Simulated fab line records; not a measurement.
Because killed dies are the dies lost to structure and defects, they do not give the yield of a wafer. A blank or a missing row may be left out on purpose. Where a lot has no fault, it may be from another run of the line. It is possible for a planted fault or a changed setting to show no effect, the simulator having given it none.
Which tool did it? ; flow n5Finfet ; 30 wafers from 10 lots sampled at 5 of the route's 1938 steps

== WHAT EACH GAUGE READ, for each wafer ==
N5_START_INSPECT_01: inspects for defects (unpatterned scan). Usual: rawDefectCount reads 6 (standard deviation 2.7).
lot;measured;on;rawDefectCount;flag
L170;day 1 12:02;defectInspect-02;1 5 5;
L172;day 2 00:02;defectInspect-02;6 3 7;
L178;day 3 12:02;defectInspect-02;6 8 6;
L180;day 4 00:02;defectInspect-02;6 12 8;
L185;day 5 06:02;defectInspect-02;7 4 5;
L186;day 5 12:02;defectInspect-01;4 8 6;
L187;day 5 18:02;defectInspect-01;5 13 8;
L188;day 6 00:02;defectInspect-02;6 8 5;
L190;day 6 12:02;defectInspect-01;2 3 4;
L193;day 7 06:02;defectInspect-01;4 11 6;

N5_WELL_APT_OVL_MEAS_26. Usual: PWELL_OVL -5 nm, standard deviation 5.9.
lot;measured;on;PWELL_OVL (nm);flag
L170;day 1 15:26;overlay-02;-10 -10 -7;
L172;day 2 04:04;overlay-02;-2 -4 9;
L178;day 3 14:44;overlay-02;-10 -4 -6;
L180;day 4 04:01;overlay-02;5 -1 -2;
L185;day 5 08:58;overlay-01;-3 -7 2;
L186;day 5 15:07;overlay-02;0 6 1;
L187;day 5 21:12;overlay-01;6 1 3;
L188;day 6 03:22;overlay-01;-7 -7 -7;
L190;day 6 15:13;overlay-02;-16 -11 -13;
L193;day 7 08:50;overlay-02;-14 -10 -15;

N5_BEOL_M4_RC_MEAS_101. Usual: CJ_N 4.30, standard deviation 0.11; DIBL_N 37.3 mV/V, standard deviation 2.3; DIBL_P 37.4 mV/V, standard deviation 2.9; IOFF_N 0.18 nA/um, standard deviation 0.045; IOFF_P 0.25 nA/um, standard deviation 0.054; ION_N 679 uA/um, standard deviation 15; ION_P 468 uA/um, standard deviation 9.7; RS_PWELL 3014 ohm/sq, standard deviation 20; SS_N 71.8 mV/dec, standard deviation 0.62; SS_P 73.6 mV/dec, standard deviation 0.76; VT_N 248 mV, standard deviation 4.1; VT_P -248 mV, standard deviation 3.6.
lot;measured;on;CJ_N;DIBL_N (mV/V);DIBL_P (mV/V);IOFF_N (nA/um);IOFF_P (nA/um);ION_N (uA/um);ION_P (uA/um);RS_PWELL (ohm/sq);SS_N (mV/dec);SS_P (mV/dec);VT_N (mV);VT_P (mV);flag
L170;day 7 19:43;prober-02;4.29 4.32 4.44;40.0 36.8 42.1;39.1 35.1 40.9;0.22 0.16 0.27;0.33 0.23 0.35;686 680 691;470 469 472;3070 2988 3037;71.7 71.4 72.3;73.7 73.0 74.2;242 249 243;-242 -248 -241;
L172;day 8 21:56;prober-02;4.33 4.13 4.41;33.6 32.9 37.0;32.9 33.4 36.0;0.12 0.12 0.18;0.20 0.20 0.24;655 667 675;456 469 464;2990 2995 2978;71.0 70.7 71.3;73.3 72.9 73.5;252 255 247;-247 -248 -249;
L178;day 10 00:09;prober-02;4.37 4.33 4.38;40.4 38.3 38.9;39.5 36.6 38.0;0.25 0.18 0.20;0.31 0.26 0.27;708 667 701;483 464 481;3027 3025 3027;72.6 71.1 72.2;74.4 73.6 73.5;242 246 245;-243 -245 -245;
L180;day 10 19:53;prober-01;3.96 4.16 3.97;36.9 32.6 36.2;38.9 32.7 38.4;0.18 0.11 0.19;0.25 0.16 0.25;673 675 692;462 461 472;2970 2968 2970;72.5 70.8 72.3;73.3 72.4 73.1;247 258 246;-249 -254 -246;
L185;day 11 22:19;prober-01;4.74 4.63 4.75;41.1 36.1 35.7;41.0 35.4 33.3;0.28 0.16 0.14;0.34 0.23 0.19;695 688 666;476 479 455;3083 3080 3073;71.5 71.1 71.6;74.8 73.6 72.6;240 246 251;-244 -246 -250;OFF
L186;day 12 05:07;prober-02;4.39 4.25 4.36;33.5 32.0 35.5;34.4 33.1 35.0;0.14 0.13 0.16;0.20 0.19 0.21;669 679 652;463 468 450;3028 3010 3004;70.6 70.6 71.8;73.1 72.6 73.5;251 249 251;-249 -250 -253;
L187;day 12 06:49;prober-01;4.81 4.83 4.85;38.1 36.4 37.2;39.6 37.6 38.9;0.21 0.18 0.21;0.29 0.25 0.28;671 694 702;459 473 474;3079 3080 3080;72.8 71.3 71.7;74.3 74.1 74.2;249 248 245;-246 -246 -244;OFF
L188;day 12 10:14;prober-01;4.26 4.28 4.36;38.1 39.1 36.4;38.7 39.5 35.6;0.18 0.20 0.16;0.23 0.24 0.19;679 674 685;459 458 465;3022 3010 2995;72.0 71.9 71.9;73.5 73.8 73.0;246 246 249;-250 -250 -252;
L190;day 13 04:02;prober-01;4.71 4.73 4.59;38.2 35.9 38.7;38.8 35.8 39.9;0.19 0.14 0.20;0.27 0.22 0.29;676 661 676;475 462 469;3096 3132 3118;71.6 71.5 72.1;73.7 72.5 73.6;246 252 248;-244 -245 -245;OFF
L193;day 13 13:46;prober-02;4.39 4.34 4.37;38.2 37.2 34.7;36.8 36.0 33.0;0.19 0.18 0.13;0.30 0.26 0.21;680 681 675;476 468 472;2996 3012 3012;71.5 71.3 71.0;73.7 73.0 72.6;246 246 251;-242 -246 -248;

== TOOL THAT RAN EACH LOT (tool first, then ch and the chambers of the sampled wafers, then the start) ==
lot;N5_WELL_APT_IMPLANT_32;N5_WELL_APT_RTA_34
L170;implanter-02 ch 0, day 1 15:46;rtpAnneal-01 ch 0, day 1 16:16
L172;implanter-02 ch 0, day 2 04:35;rtpAnneal-01 ch 0, day 2 05:12
L178;implanter-02 ch 0, day 3 15:25;rtpAnneal-02 ch 0, day 3 15:53
L180;implanter-02 ch 0, day 4 04:31;rtpAnneal-01 ch 0, day 4 05:01
L185;implanter-02 ch 0, day 5 09:18;rtpAnneal-01 ch 0, day 5 09:47
L186;implanter-01 ch 0, day 5 15:34;rtpAnneal-01 ch 0, day 5 16:04
L187;implanter-02 ch 0, day 5 21:34;rtpAnneal-02 ch 0, day 5 22:07
L188;implanter-01 ch 0, day 6 03:42;rtpAnneal-01 ch 0, day 6 04:59
L190;implanter-02 ch 0, day 6 15:35;rtpAnneal-01 ch 0, day 6 16:05
L193;implanter-01 ch 0, day 7 09:27;rtpAnneal-01 ch 0, day 7 10:11
- N5_WELL_APT_IMPLANT_32
- N5_WELL_APT_RTA_34: time 10 s.

== AS READ BY THE TOOLS THEMSELVES (means over the sampled wafers that have a number; for cases with no such wafer, the mark the record gives instead) ==
N5_WELL_APT_IMPLANT_32. Usual: beamEnergyKeV reads 49.999 (standard deviation 0.016).
lot;tool;beamEnergyKeV;flag
L170;implanter-02;49.980;
L172;implanter-02;50.003;
L178;implanter-02;49.993;
L180;implanter-02;49.997;
L185;implanter-02;44.332;OFF
L186;implanter-01;50.016;
L187;implanter-02;44.355;OFF
L188;implanter-01;50.018;
L190;implanter-02;44.333;OFF
L193;implanter-01;49.986;

N5_WELL_APT_RTA_34. Usual: lampPowerPct 13.00 %, standard deviation 0.06; wafer_temp_C_max 1003.5, standard deviation 1.
lot;tool;lampPowerPct (%);wafer_temp_C_max;flag
L170;rtpAnneal-01;12.97;1003.2;
L172;rtpAnneal-01;13.01;1003.6;
L178;rtpAnneal-02;12.96;1002.8;
L180;rtpAnneal-01;12.99;1003.4;
L185;rtpAnneal-01;12.98;1003.8;
L186;rtpAnneal-01;12.95;1004.6;
L187;rtpAnneal-02;13.02;1003.5;
L188;rtpAnneal-01;13.04;1004.6;
L190;rtpAnneal-01;13.07;1002.8;
L193;rtpAnneal-01;13.04;1003.1;

== THE ANSWER, worked out from the rows above alone ==
Rule: a lot is off if the mean of its wafers that have a number lies more than 3 standard deviations from the usual mean. Also off: a lot with no number at a reading for which 4 or more lots have one. The other lots that the step has rows for count as sound. Order of review: gauges by route order, followed by the tools' own readings, for which a lot's mean as printed above is used. At the first step where some lot is off, the reading lying furthest off is the one used; lots without a number count as furthest.
Off: L185, L187, L190, at N5_BEOL_M4_RC_MEAS_101 (RS_PWELL).
If a tool, at a process step before that reading, ran all the lots that are off and no sound lot after the first of them, it fits. Not tried: the gauges at N5_BEOL_M4_RC_MEAS_101; whatever is off there is also off at N5_WELL_APT_IMPLANT_32, on other tools, and gauge error can't account for it. One fits: implanter-02 at N5_WELL_APT_IMPLANT_32. A fault onset in the window from L180 (day 4 04:31, its last sound lot) to L185 (day 5 09:18, its first lot off) fits.
The tool's own readings at N5_WELL_APT_IMPLANT_32 bear it out: on the lots that are off they differ by more than 5 times the standard deviation of the sound lots' means. beamEnergyKeV reads 44.340 there against 49.999 on the sound lots.

== WHAT THE SIMULATOR HAD INSERTED ==
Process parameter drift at N5_WELL_APT_IMPLANT_32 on implanter-02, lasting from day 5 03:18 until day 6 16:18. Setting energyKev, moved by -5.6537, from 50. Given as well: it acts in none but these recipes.
Lots struck among those shown: L185, L187, L190. The rule given above showed the same thing.
